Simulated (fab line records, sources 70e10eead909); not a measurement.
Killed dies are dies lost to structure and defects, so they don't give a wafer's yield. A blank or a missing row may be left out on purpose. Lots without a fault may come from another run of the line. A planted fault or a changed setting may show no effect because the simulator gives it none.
Which tool did it? | flow nand_harc | 11 lots, 32 wafers sampled, at 5 steps of a route of 1302

WHAT THE GAUGES READ, wafer by wafer
NHARC_END_SORT_01.
lot  | measured     | on        | killed_at_array
L853 | day 33 03:28 | prober-01 | 79 660
L854 | day 33 05:41 | prober-02 | 45 39 656
L855 | day 33 12:10 | prober-01 | 38 53 654

WHICH TOOL RAN EACH LOT (tool, then ch and the chambers of the sampled wafers, then the start)
lot  | NHARC_A_CHANNEL_HOLE_D1_ETCH_34               | NHARC_A_CHANNEL_HOLE_D1_ETCH_16               | NHARC_A_CHANNEL_HOLE_D1_ETCH_44    | NHARC_A_CHANNEL_HOLE_D1_XSEM_31
L834 | rie_diel-11 ch 0,1, day 9 05:59 or earlier    | rie_diel-11 ch 2,3, day 9 05:59 or earlier    | rie_diel-11 ch 0,3, day 9 05:59    | xsem-02 ch 0, day 9 06:53
L839 | rie_diel-04 ch 0,1,3, day 11 03:46 or earlier | rie_diel-04 ch 0,2, day 11 03:46 or earlier   | rie_diel-04 ch 1,3, day 11 03:46   | xsem-01 ch 0, day 11 04:38
L841 | rie_diel-05 ch 2,3, day 12 01:58 or earlier   | rie_diel-05 ch 0,1,3, day 12 01:58 or earlier | rie_diel-11 ch 0,2,3, day 12 01:58 | xsem-02 ch 0, day 12 02:51
L843 | rie_diel-11 ch 1,2, day 13 02:41 or earlier   | rie_diel-11 ch 1,3, day 13 02:41 or earlier   | rie_diel-11 ch 0,2,3, day 13 02:41 | xsem-01 ch 0, day 13 03:34
L845 | rie_diel-11 ch 1,2,3, day 13 13:45 or earlier | rie_diel-11 ch 1,2,3, day 13 13:45 or earlier | rie_diel-11 ch 0,1,2, day 13 13:45 | xsem-01 ch 0, day 13 14:38
L846 | rie_diel-11 ch 1,2,3, day 14 15:58 or earlier | rie_diel-11 ch 0,1,2, day 14 15:58 or earlier | rie_diel-11 ch 0,2,3, day 14 15:58 | xsem-01 ch 0, day 14 16:52
L847 | rie_diel-05 ch 0,2, day 14 17:19 or earlier   | rie_diel-05 ch 1,2,3, day 14 17:19 or earlier | rie_diel-05 ch 1,2,3, day 14 17:19 | xsem-02 ch 0, day 14 18:12
L848 | rie_diel-11 ch 0,2,3, day 14 20:08 or earlier | rie_diel-11 ch 0,1, day 14 20:08 or earlier   | rie_diel-11 ch 0,2,3, day 14 20:08 | xsem-01 ch 0, day 14 21:01
L853 | rie_diel-11 ch 2,3, day 17 08:31 or earlier   | rie_diel-11 ch 1,3, day 17 08:31 or earlier   | rie_diel-11 ch 1,2, day 17 08:31   | xsem-01 ch 0, day 17 09:24
L854 | rie_diel-04 ch 1,3, day 17 12:41 or earlier   | rie_diel-04 ch 0,3, day 17 12:41 or earlier   | rie_diel-11 ch 0,1,2, day 17 12:41 | xsem-02 ch 0, day 17 13:35
L855 | rie_diel-11 ch 0,1, day 17 23:08 or earlier   | rie_diel-11 ch 0,3, day 17 23:08 or earlier   | rie_diel-11 ch 0,3, day 17 23:08   | xsem-01 ch 0, day 18 00:01
- NHARC_A_CHANNEL_HOLE_D1_ETCH_34: etches the open film in CF4/CHF3, target depth 154 nm, time 77 s.
- NHARC_A_CHANNEL_HOLE_D1_ETCH_16: etches the open film in O2/COS, target depth 3100 nm, time 806 s.
- NHARC_A_CHANNEL_HOLE_D1_ETCH_44: etches the open film in CF4/O2, target depth 140 nm, overetch 14 nm, time 77 s.
- NHARC_A_CHANNEL_HOLE_D1_XSEM_31

THE ANSWER, worked out from the rows above alone
Rule: what is usual is taken from the lots themselves. Put in order of their means at a reading, lots are off if they are a third of the lots or fewer, leave a main group of 4 or more, and stand apart from it by a gap of 3 or more times the standard deviation of the main group's means; of several such gaps the widest counts. A main group whose means are all the same, to the digits that the tables above print for the reading, isn't used. A lot without any number at a reading at which 4 lots or more have one is off too. The other lots that the step has rows for count as sound.
No lot is off at any reading shown: from this, nothing can be told.

WHAT THE SIMULATOR HAD PUT IN
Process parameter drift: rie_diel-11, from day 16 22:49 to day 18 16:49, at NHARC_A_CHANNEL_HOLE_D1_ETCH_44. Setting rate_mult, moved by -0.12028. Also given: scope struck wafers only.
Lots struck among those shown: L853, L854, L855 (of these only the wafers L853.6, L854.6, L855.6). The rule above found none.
